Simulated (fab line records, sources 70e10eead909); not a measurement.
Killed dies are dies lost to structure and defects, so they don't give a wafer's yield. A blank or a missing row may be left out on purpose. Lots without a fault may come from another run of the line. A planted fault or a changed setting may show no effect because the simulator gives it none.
fab line records | flow nand_harc
record lots=4 wafers=12 last_day=33
route steps=1302 shown A_CHANNEL_HOLE_D1@450 END@1301
lots that met no fault: from a run of the same line without faults
start_h: hours from the record's first day to the start of the lot's first wafer shown | wait_h: hours since the lot's step before | " the same as in the row above | L1.1+2: a row that stands for several wafers | - no value, or no start given | * or withheld: withheld | < > ~ a bound
route shown NAME@n: a module of which the file shows steps, and the number in the route of the first | usual: mean/standard deviation of fault-free wafers | same: alike in all rows | chamber/n: place in a boat | sites: the reading at each site | _std_site: their standard deviation | _edge_site: outer sites' mean less inner sites' | radius_mm: how far each site lies from the wafer's centre | mask NAME#n: copy n | behind: the tool/chamber that last shaped the wafer | hold: why the lot was held/for how many hours/how that ended | device: the transistor (n, p or np) that didn't switch | end of line: the same wafers' tests at the end of the route | a step without rows: its recipe alone | killed: dies lost to structure and defects at the first sort, not the wafer's yield | map: a wafer's dies, x killed, . not, _ none there
set.NAME: the setting as run; set.NAME@STEP: as run at that earlier step | model.NAME: the simulator's own value behind a step, which no gauge read
lots at some steps of the route; a table a step, a row a wafer
services: from which hour (start_h, from the record's first day; less than 0 if before it) a tool's chamber was out of use, for how many hours, and why
## steps
# step NHARC_A_CHANNEL_HOLE_D1_DEP_00
# recipe target_thk_a=31000 temp_c=400 material=aC
# step NHARC_A_CHANNEL_HOLE_D1_DEP_01
# recipe target_thk_a=1400 target_thk_nm=140 temp_c=400 pressure_torr=3.5 flow_sccm=200 rf_w=350 material=SiON
# step NHARC_A_CHANNEL_HOLE_D1_DEHYDRATE_02
# recipe temp_c=150 time_s=120
# step NHARC_A_CHANNEL_HOLE_D1_HMDS_03
# recipe time_s=30
# step NHARC_A_CHANNEL_HOLE_D1_COAT_36
# recipe temp_c=260 time_s=75
# step NHARC_A_CHANNEL_HOLE_D1_COAT_37
# recipe temp_c=225 time_s=65
# step NHARC_A_CHANNEL_HOLE_D1_COAT_04
# recipe spin_rpm=1500 resist_thk_nm=90
# step NHARC_A_CHANNEL_HOLE_D1_SOFTBAKE_05
# recipe temp_c=105 time_s=55
# step NHARC_A_CHANNEL_HOLE_D1_EBR_06
# step NHARC_A_CHANNEL_HOLE_D1_EXPOSE_07
# recipe na=1.35 target_cd_nm=100 sigma_outer=0.3 dose_mj=59.65 mask_id=HOLE_D1
# same sigma_outer=0.3
# columns lot.wafer tool chamber start_h wait_h mask
L518.2+5+6 arfi_scanner-01 0 329.87 - HOLE_D1#0
L525.2+5+6 arfi_scanner-01 0 392.28 - HOLE_D1#0
L526.4+5+6 arfi_scanner-01 0 400.37 - HOLE_D1#0
L527.2+3+4 arfi_scanner-02 0 404.89 - HOLE_D1#0
# step NHARC_A_CHANNEL_HOLE_D1_PEB_08
# recipe peb_temp_c=100 peb_time_s=65
# step NHARC_A_CHANNEL_HOLE_D1_DEVELOP_09
# recipe develop_time_s=35 dev_temp_c=23
# step NHARC_A_CHANNEL_HOLE_D1_CD_MEAS_10
# recipe target_cd_nm=100 landing_energy_ev=500
# usual cd_nm=99.9/0.52
# columns lot.wafer tool chamber start_h wait_h cd_nm
L518.2 cd_sem-03 0 330.01 - 99.7
L518.5 " 0 " " 100.4
L518.6 " 0 " " 100.4
L525.2 cd_sem-02 0 392.41 - 99.7
L525.5 " 0 " " 100.0
L525.6 " 0 " " 109.7
L526.4 cd_sem-02 0 400.50 - 99.3
L526.5 " 0 " " 99.6
L526.6 " 0 " " 110.1
L527.2 cd_sem-03 0 405.03 - 99.7
L527.3 " 0 " " 99.1
L527.4 " 0 " " 100.0
# step NHARC_A_CHANNEL_HOLE_D1_DESCUM_15
# recipe time_s=3 o2_flow_sccm=200 ar_flow_sccm=0 bias_power_w=0 chemistry=O2
# usual drypump_motor_current_A=5.9/0.47 oes_product_au=1.003/0.014 rf_vpp_V=57.8/0.85 showerhead_plenum_p_Torr=1.94/0.042 throttle_valve_pct=11.312/0.0094
# same time_s=3
# columns lot.wafer tool chamber start_h wait_h drypump_motor_current_A oes_product_au rf_hours_counter_h rf_vpp_V showerhead_plenum_p_Torr throttle_valve_pct model.A_CHANNEL_HOLE_D1.cd_nm
L518.2 rie_diel-07 0 330.22 0.1 5.5 1.024 2 58.7 1.97 11.310 99.48
L518.6 " 2 " " 6.6 1.002 - 57.4 1.93 11.310 100.2
L518.5 " 3 " " 5.9 1.004 - 60.1 1.94 11.305 100.3
L525.2 rie_diel-07 3 392.61 0.1 5.9 0.989 6 56.9 1.94 11.307 99.74
L525.6 " 1 " " 5.4 1.018 - 56.1 1.94 11.311 110
L525.5 " 2 " " 6.6 0.993 - 57.6 1.93 11.318 99.57
L526.4 rie_diel-07 1 400.71 0.1 5.4 1.026 7 58.3 1.94 11.300 99.02
L526.5 " 2 " " 6.6 0.994 - 57.9 1.93 11.309 99.09
L526.6 " 3 " " 5.9 0.991 - 58.8 1.94 11.309 109.7
L527.2 rie_diel-07 0 405.22 0.1 5.5 1.024 7 57.4 1.97 11.306 98.7
L527.3 " 1 " " 5.4 1.026 8 57.9 1.94 11.321 98.91
L527.4 " 3 " " 5.9 0.989 7 59.4 1.94 11.298 100.1
# step NHARC_A_CHANNEL_HOLE_D1_ETCH_38
# recipe target_depth_a=390 over_etch_frac=0.3 time_s=65 ion_energy_ev=80 cf4_flow_sccm=150 ar_flow_sccm=0 rf_w=300 bias_w=100 chemistry=CF4
# step NHARC_A_CHANNEL_HOLE_D1_ETCH_39
# recipe target_depth_a=2600 over_etch_frac=0.3 time_s=325 ion_energy_ev=200 n2_flow_sccm=150 h2_flow_sccm=150 ar_flow_sccm=0 rf_w=400 bias_w=150 chemistry=N2/H2
# step NHARC_A_CHANNEL_HOLE_D1_ETCH_34
# recipe target_depth_a=1540 time_s=77 cf4_flow_sccm=100 chf3_flow_sccm=30 ar_flow_sccm=0 rf_w=500 bias_w=200 chemistry=CF4/CHF3
# step NHARC_A_CHANNEL_HOLE_D1_ETCH_16
# recipe target_depth_a=31000 over_etch_frac=0.3 time_s=806 ion_energy_ev=150 o2_flow_sccm=400 cos_flow_sccm=20 ar_flow_sccm=0 rf_w=500 bias_w=300 chemistry=O2/COS
# step NHARC_A_CHANNEL_HOLE_D1_CD_MEAS_18
# usual cd_nm=100.6/2.8
# columns lot.wafer tool chamber start_h wait_h cd_nm
L518.2 cd_sem-01 - 331.31 - 100.6
L518.5 " - " " 100.8
L518.6 " - " " 102.4
L525.2 cd_sem-03 - 393.71 - 101.8
L525.5 " - " " 103.2
L525.6 " - " " 112.9
L526.4 cd_sem-03 - 402.29 - 98.1
L526.5 " - " " 96.1
L526.6 " - " " 110.7
L527.2 cd_sem-01 - 406.32 - 97.9
L527.3 " - " " 105.5
L527.4 " - " " 98.9
# step NHARC_A_CHANNEL_HOLE_D1_ETCH_19
# recipe bias_v=1200 source_w=2500 pressure_mtorr=15 time_s=34.5 ar_flow_sccm=375 c4f8_flow_sccm=28.8 o2_flow_sccm=96.2 temp_c=-20 target_depth_a=* chemistry=C4F8/O2/Ar
# step NHARC_A_CHANNEL_HOLE_D1_ETCH_20
# recipe bias_v=3000 source_w=withheld pressure_mtorr=20 time_s=361.9 ar_flow_sccm=375 c4f8_flow_sccm=89.3 o2_flow_sccm=35.7 temp_c=-20 target_depth_a=16000 chemistry=C4F8/O2/Ar
# step NHARC_A_CHANNEL_HOLE_D1_ETCH_21
# recipe bias_v=3000 source_w=withheld pressure_mtorr=20 time_s=514.3 ar_flow_sccm=375 c4f8_flow_sccm=89.3 o2_flow_sccm=35.7 temp_c=-20 target_depth_a=16000 chemistry=C4F8/O2/Ar
# step NHARC_A_CHANNEL_HOLE_D1_ETCH_22
# recipe bias_v=3000 source_w=withheld pressure_mtorr=20 time_s=666.7 ar_flow_sccm=375 c4f8_flow_sccm=89.3 o2_flow_sccm=35.7 temp_c=-20 target_depth_a=16000 chemistry=C4F8/O2/Ar
# step NHARC_A_CHANNEL_HOLE_D1_ETCH_23
# recipe bias_v=5000 source_w=withheld pressure_mtorr=20 time_s=819 ar_flow_sccm=375 c4f8_flow_sccm=89.3 o2_flow_sccm=35.7 temp_c=-20 target_depth_a=16000 chemistry=C4F8/O2/Ar
# step NHARC_A_CHANNEL_HOLE_D1_ETCH_24
# recipe bias_v=5000 source_w=withheld pressure_mtorr=20 time_s=906.2 ar_flow_sccm=375 c4f8_flow_sccm=93.8 o2_flow_sccm=31.2 temp_c=-20 target_depth_a=15000 chemistry=C4F8/O2/Ar
# step NHARC_A_CHANNEL_HOLE_D1_ETCH_25
# recipe bias_v=5000 source_w=withheld pressure_mtorr=20 time_s=1040.2 ar_flow_sccm=375 c4f8_flow_sccm=93.8 o2_flow_sccm=31.2 temp_c=-20 target_depth_a=15000 chemistry=C4F8/O2/Ar
# step NHARC_A_CHANNEL_HOLE_D1_ETCH_26
# recipe bias_v=300 source_w=2000 pressure_mtorr=30 time_s=224.1 ar_flow_sccm=375 c4f8_flow_sccm=11.4 o2_flow_sccm=113.6 temp_c=-20 target_depth_a=3000 chemistry=C4F8/O2/Ar
# step NHARC_A_CHANNEL_HOLE_D1_ETCH_33
# recipe bias_v=400 source_w=2000 pressure_mtorr=25 time_s=90 ar_flow_sccm=375 c4f8_flow_sccm=41.7 o2_flow_sccm=83.3 temp_c=-20 target_depth_a=4000 chemistry=C4F8/O2/Ar
# step NHARC_A_CHANNEL_HOLE_D1_STRIP_41
# recipe n2_flow_sccm=150 h2_flow_sccm=150 ar_flow_sccm=0 bias_w=0 chemistry=N2/H2
# step NHARC_A_CHANNEL_HOLE_D1_STRIP_42
# recipe cf4_flow_sccm=100 chf3_flow_sccm=30 ar_flow_sccm=0 bias_w=0 chemistry=CF4/CHF3
# step NHARC_A_CHANNEL_HOLE_D1_STRIP_43
# recipe o2_flow_sccm=400 cos_flow_sccm=20 ar_flow_sccm=0 bias_w=0 chemistry=O2/COS
# step NHARC_A_CHANNEL_HOLE_D1_ETCH_44
# recipe target_depth_a=1400 overetch_a=140 time_s=77 ion_energy_ev=100 cf4_flow_sccm=80 o2_flow_sccm=20 ar_flow_sccm=0 rf_w=300 bias_w=100 chemistry=CF4/O2
# usual drypump_motor_current_A=5.9/0.49 oes_o_777_au=1.001/0.0044 oes_product_au=1.004/0.015 rf_vpp_V=198.1/1 showerhead_plenum_p_Torr=1.348/0.028 throttle_valve_pct=13.396/0.0078
# same time_s=77
# columns lot.wafer tool chamber start_h wait_h drypump_motor_current_A oes_o_777_au oes_product_au rf_hours_counter_h rf_vpp_V showerhead_plenum_p_Torr throttle_valve_pct model.A_CHANNEL_HOLE_D1.cd_nm
L518.2 rie_diel-09 2 336.21 0.1 5.5 0.996 1.020 2 199.2 1.362 13.390 87.98
L518.6 " 0 " " 5.3 1.003 0.991 - 197.7 1.340 13.383 87.85
L518.5 " 3 " " 6.6 1.001 0.995 - 198.9 1.391 13.402 90.28
L525.2 rie_diel-07 1 404.22 0.1 5.4 0.997 1.022 7 198.3 1.351 13.395 89.46
L525.5 " 3 " " 5.9 0.999 0.994 - 197.2 1.352 13.392 89.46
L525.6 " 0 " " 5.5 0.995 1.032 - 197.2 1.373 13.400 100.2
L526.4 rie_diel-07 1 410.84 0.1 5.4 1.008 1.019 8 197.3 1.351 13.396 89.34
L526.6 " 0 " " 5.5 1.001 1.031 - 199.2 1.373 13.404 98.41
L526.5 " 1 " " 5.4 0.997 1.029 - 197.0 1.350 13.401 89.03
L527.4 rie_diel-07 3 415.07 0.1 5.9 0.998 0.985 8 198.5 1.353 13.408 90.27
L527.3 " 0 " " 5.5 1.002 1.018 8 197.9 1.373 13.402 90.09
L527.2 " 1 " " 5.4 1.012 1.020 9 198.6 1.351 13.395 88.74
# step NHARC_A_CHANNEL_HOLE_D1_STRIP_27
# recipe o2_flow_sccm=500 ar_flow_sccm=0 bias_w=0 chemistry=O2
# step NHARC_A_CHANNEL_HOLE_D1_PRECLEAN_28
# recipe time_s=* temp_c=50 bath_age_min=0 chemistry=SC1
# step NHARC_A_CHANNEL_HOLE_D1_SRD_29
# step NHARC_A_CHANNEL_HOLE_D1_CD_MEAS_30
# usual cd_nm=90.0/1.7
# columns lot.wafer tool chamber start_h wait_h cd_nm
L518.2 cd_sem-03 - 337.12 - 87.4
L518.5 " - " " 91.3
L518.6 " - " " 86.8
L525.2 cd_sem-01 - 405.00 - 89.8
L525.5 " - " " 89.8
L525.6 " - " " 101.0
L526.4 cd_sem-02 - 411.64 - 90.3
L526.5 " - " " 90.2
L526.6 " - " " 99.5
L527.2 cd_sem-01 - 415.87 - 89.8
L527.3 " - " " 89.6
L527.4 " - " " 91.3
# step NHARC_A_CHANNEL_HOLE_D1_XSEM_31
# recipe landing_energy_ev=35000
# usual bot_cd_nm=74.6/1.9 bow_nm=8.59/0.28 tilt_deg=0.06/0.045
# columns lot.wafer tool chamber start_h wait_h bot_cd_nm bow_nm tilt_deg
L518.2 xsem-02 0 337.22 0.1 71.4 8.65 0.09
L518.5 " 0 " " 74.6 8.61 0.10
L518.6 " 0 " " 71.6 8.61 0.10
L525.2 xsem-01 0 405.08 0.1 74.5 8.34 0.12
L525.5 " 0 " " 74.4 8.43 0.12
L525.6 " 0 " " 85.0 8.43 0.12
L526.4 xsem-02 0 411.73 0.1 74.9 8.78 0.02
L526.5 " 0 " " 74.2 8.78 0.02
L526.6 " 0 " " 83.9 8.85 0.02
L527.2 xsem-02 0 415.96 0.1 73.8 8.70 0.06
L527.3 " 0 " " 73.2 8.77 0.06
L527.4 " 0 " " 75.2 8.68 0.06
# step NHARC_END_WLT_00
# usual VT_DECK1_BOTTOM=0.871/0.0069 VT_DECK1_BOTTOM_INNER=0.872/0.0074 VT_DECK1_MEDIAN_NEAR_BOTTOM=0.872/0.0071 VT_DECK1_MEDIAN_NEAR_BOTTOM_INNER=0.872/0.0075 VT_DECK1_MIDDLE=0.885/0.0064 VT_DECK1_MIDDLE_INNER=0.885/0.0064 VT_DECK1_TOP=0.896/0.0065 VT_DECK1_TOP_INNER=0.896/0.0068 VT_DECK2_BOTTOM=0.867/0.0089 VT_DECK2_BOTTOM_INNER=0.868/0.0088 VT_DECK2_MEDIAN_NEAR_BOTTOM=0.868/0.0083 VT_DECK2_MEDIAN_NEAR_BOTTOM_INNER=0.869/0.0088 VT_DECK2_MIDDLE=0.881/0.0079 VT_DECK2_MIDDLE_INNER=0.881/0.0077 VT_DECK2_TOP=0.892/0.0071 VT_DECK2_TOP_INNER=0.892/0.0073
# columns lot.wafer tool chamber start_h wait_h VT_DECK1_BOTTOM VT_DECK1_BOTTOM_INNER VT_DECK1_MEDIAN_NEAR_BOTTOM VT_DECK1_MEDIAN_NEAR_BOTTOM_INNER VT_DECK1_MIDDLE VT_DECK1_MIDDLE_INNER VT_DECK1_TOP VT_DECK1_TOP_INNER VT_DECK2_BOTTOM VT_DECK2_BOTTOM_INNER VT_DECK2_MEDIAN_NEAR_BOTTOM VT_DECK2_MEDIAN_NEAR_BOTTOM_INNER VT_DECK2_MIDDLE VT_DECK2_MIDDLE_INNER VT_DECK2_TOP VT_DECK2_TOP_INNER
L518.2 prober-01 - 710.37 0.5 0.862 0.857 0.864 0.870 0.878 0.879 0.887 0.888 0.869 0.859 0.866 0.864 0.884 0.891 0.893 0.894
L518.5 " - 711.86 2.0 0.872 0.868 0.871 0.871 0.889 0.889 0.896 0.900 0.861 0.869 0.865 0.865 0.875 0.875 0.891 0.891
L518.6 " - " " 0.863 0.860 0.862 0.857 0.882 0.880 0.898 0.895 0.867 0.862 0.861 0.858 0.872 0.884 0.886 0.892
L525.2 prober-01 - 771.65 0.6 0.877 0.880 0.880 0.884 0.895 0.889 0.901 0.893 0.875 0.877 0.873 0.880 0.895 0.891 0.904 0.900
L525.5 " - 773.17 2.1 0.880 0.877 0.882 0.870 0.880 0.888 0.900 0.907 0.874 0.873 0.881 0.870 0.889 0.884 0.899 0.903
L525.6 " - " " 0.906 0.906 0.909 0.911 0.919 0.910 0.922 0.925 0.861 0.866 0.862 0.875 0.886 0.886 0.894 0.906
L527.2 prober-01 - 779.48 2.4 0.869 0.876 0.879 0.886 0.891 0.885 0.904 0.909 0.866 0.870 0.871 0.865 0.884 0.883 0.888 0.889
L527.3 " - " " 0.874 0.881 0.882 0.886 0.893 0.894 0.906 0.910 0.858 0.861 0.869 0.867 0.874 0.876 0.893 0.887
L527.4 " - " " 0.874 0.882 0.885 0.885 0.896 0.896 0.917 0.909 0.874 0.878 0.873 0.870 0.883 0.879 0.898 0.891
L526.4 prober-02 - 780.50 3.4 0.877 0.871 0.871 0.867 0.876 0.884 0.891 0.887 0.862 0.874 0.871 0.869 0.875 0.878 0.890 0.893
L526.5 " - " " 0.868 0.872 0.875 0.872 0.879 0.876 0.896 0.890 0.875 0.877 0.870 0.878 0.883 0.886 0.886 0.883
L526.6 " - " " 0.888 0.887 0.889 0.897 0.911 0.906 0.912 0.916 0.861 0.863 0.864 0.866 0.874 0.872 0.891 0.892
# step NHARC_END_SORT_01
# recipe temp_c=25
# usual killed_at_array=59/21 killed_at_other=1.0/1.1 killed_at_periphery=4.0/2.6 killed_dies=64/21 killed_open=3.2/1.7 killed_short=2.5/1.5
# same gross_dies=677
# columns lot.wafer tool chamber start_h wait_h killed_at_array killed_at_other killed_at_periphery killed_dies killed_open killed_short
L518.2 prober-01 0 713.67 2.8 57 1 2 60 3 0
L518.5 prober-01 0 716.10 3.7 66 0 5 71 4 5
L518.6 prober-01 0 716.91 4.1 59 0 1 60 2 2
L525.2 prober-01 0 774.98 2.8 58 1 6 65 7 4
L525.5 prober-01 0 777.37 3.7 56 3 3 62 2 5
L525.6 prober-01 0 778.17 4.0 67 0 6 73 6 2
L526.6 prober-02 0 786.05 4.0 49 1 3 53 4 2
# killed by level:class
L518.2 A_CHANNEL_HOLE_D1:chamber_film_flake=32 A_CONTACT:chamber_film_flake=11 A_SLIT:chamber_film_flake=3 A_CONTACT:geometric_particle:open=2 P_ZERO_WELL:chamber_film_flake=2 A_ZERO_WELL:chamber_film_flake=2 A_CHANNEL_HOLE_D2:chamber_film_flake=2 A_M1:chamber_film_flake=2
L518.5 A_CHANNEL_HOLE_D1:chamber_film_flake=34 A_CHANNEL_HOLE_D2:chamber_film_flake=7 A_STAIRCASE:chamber_film_flake=6 A_CONTACT:chamber_film_flake=4 A_WL_FILL:chamber_film_flake=3 A_CHANNEL_HOLE_D2:geometric_particle:short=2 P_ZERO_WELL:chamber_film_flake=2 A_CHANNEL_FILL_D1:chamber_film_flake=2
L518.6 A_CHANNEL_HOLE_D1:chamber_film_flake=33 A_CONTACT:chamber_film_flake=8 A_SLIT:chamber_film_flake=5 A_WL_FILL:chamber_film_flake=3 A_CHANNEL_HOLE_D2:chamber_film_flake=2 A_STAIRCASE:chamber_film_flake=2 P_M1:geometric_particle:short=1 A_SOURCE_PLATE:geometric_particle:short=1
L525.2 A_CHANNEL_HOLE_D2:chamber_film_flake=31 A_CHANNEL_HOLE_D1:chamber_film_flake=6 A_CONTACT:chamber_film_flake=5 A_SLIT:chamber_film_flake=4 P_GATE:chamber_film_flake=3 A_ONON_D2:geometric_particle:open=2 A_CHANNEL_FILL_D2:geometric_particle:open=2 A_STAIRCASE:chamber_film_flake=2
L525.5 A_CHANNEL_HOLE_D2:chamber_film_flake=18 A_CHANNEL_HOLE_D1:chamber_film_flake=13 A_SLIT:chamber_film_flake=10 A_STAIRCASE:chamber_film_flake=4 A_CONTACT:chamber_film_flake=4 THIN_TSV:chamber_film_flake=3 A_CHANNEL_FILL_D2:geometric_particle:open=2 P_M0:geometric_particle:short=1
L525.6 A_CHANNEL_HOLE_D2:chamber_film_flake=35 A_CHANNEL_HOLE_D1:chamber_film_flake=7 A_SLIT:chamber_film_flake=7 A_CHANNEL_HOLE_D1:area_expose=6 P_GATE:chamber_film_flake=4 A_ONON_D1:geometric_particle:open=3 A_STAIRCASE:chamber_film_flake=2 A_CONTACT:chamber_film_flake=2
L526.6 A_SLIT:chamber_film_flake=27 A_STAIRCASE:chamber_film_flake=5 A_CONTACT:chamber_film_flake=4 A_CHANNEL_HOLE_D1:area_expose=4 P_GATE:geometric_particle:open=1 A_SOURCE_PLATE:geometric_particle:open=1 A_ONON_D1:geometric_particle:open=1 A_CHANNEL_FILL_D1:geometric_particle:short=1
## services
# columns tool chamber start_h hours kind
rie_diel-09 1 319.43 1.2 repair
rie_diel-09 - 320.19 9.0 pm
arfi_scanner-02 - 326.14 4.0 pm
rie_diel-07 0 327.76 - clean
rie_diel-07 1 327.76 - clean
rie_diel-07 2 327.76 - clean
rie_diel-07 3 327.76 - clean
rie_diel-07 2 333.61 8.0 repair
rie_diel-07 - 342.37 0.6 repair
arfi_scanner-01 - 344.87 38.2 repair
rie_diel-09 - 351.97 4.2 repair
rie_diel-07 0 352.26 - clean
rie_diel-07 1 352.26 - clean
rie_diel-07 2 352.26 - clean
rie_diel-07 3 352.26 - clean
rie_diel-07 - 361.37 0.7 repair
xsem-01 - 374.00 14.0 pm
rie_diel-07 0 376.76 - clean
rie_diel-07 1 376.76 - clean
rie_diel-07 2 376.76 - clean
rie_diel-07 3 376.76 - clean
arfi_scanner-02 - 381.18 1.8 repair
rie_diel-07 0 401.26 - clean
rie_diel-07 1 401.26 - clean
## key
first_sign step=NHARC_A_CHANNEL_HOLE_D1_CD_MEAS_10 reading=cd_nm direction=up sigmas=19 usual=99.9 struck=109.9
effect step=NHARC_A_CHANNEL_HOLE_D1_CD_MEAS_18 reading=cd_nm direction=up sigmas=4 usual=100.6 struck=111.8
effect step=NHARC_A_CHANNEL_HOLE_D1_CD_MEAS_30 reading=cd_nm direction=up sigmas=5.9 usual=90.0 struck=100.3
effect step=NHARC_A_CHANNEL_HOLE_D1_XSEM_31 reading=bot_cd_nm direction=up sigmas=5.3 usual=74.6 struck=84.5
effect step=NHARC_END_WLT_00 reading=VT_DECK1_MIDDLE direction=up sigmas=4.8 usual=0.885 struck=0.915
model_effect step=NHARC_A_CHANNEL_HOLE_D1_DESCUM_15 value=A_CHANNEL_HOLE_D1.cd_nm without=99.44 struck=109.8
model_effect step=NHARC_A_CHANNEL_HOLE_D1_ETCH_44 value=A_CHANNEL_HOLE_D1.cd_nm without=88.92 struck=99.29
met_at NHARC_A_CHANNEL_HOLE_D1_EXPOSE_07
struck_wafers L525.6,L526.6
tester_left_out L525,L526
onset_between 329.87 392.28
fault kind=process_parameter_drift tool=arfi_scanner-01 chamber=- onset_h=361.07 steps=NHARC_A_CHANNEL_HOLE_D1_EXPOSE_07 channel=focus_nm offset=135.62 shape=step end_h=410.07 scope=struck_wafers_only
# tester_left_out: of these lots the tester's yield and bins aren't shown, on N5 and GAA mostly nor the transistor test; their killed dies are dies lost to structure and defects alone, not to doping, threshold or leakage, so they don't give the yield
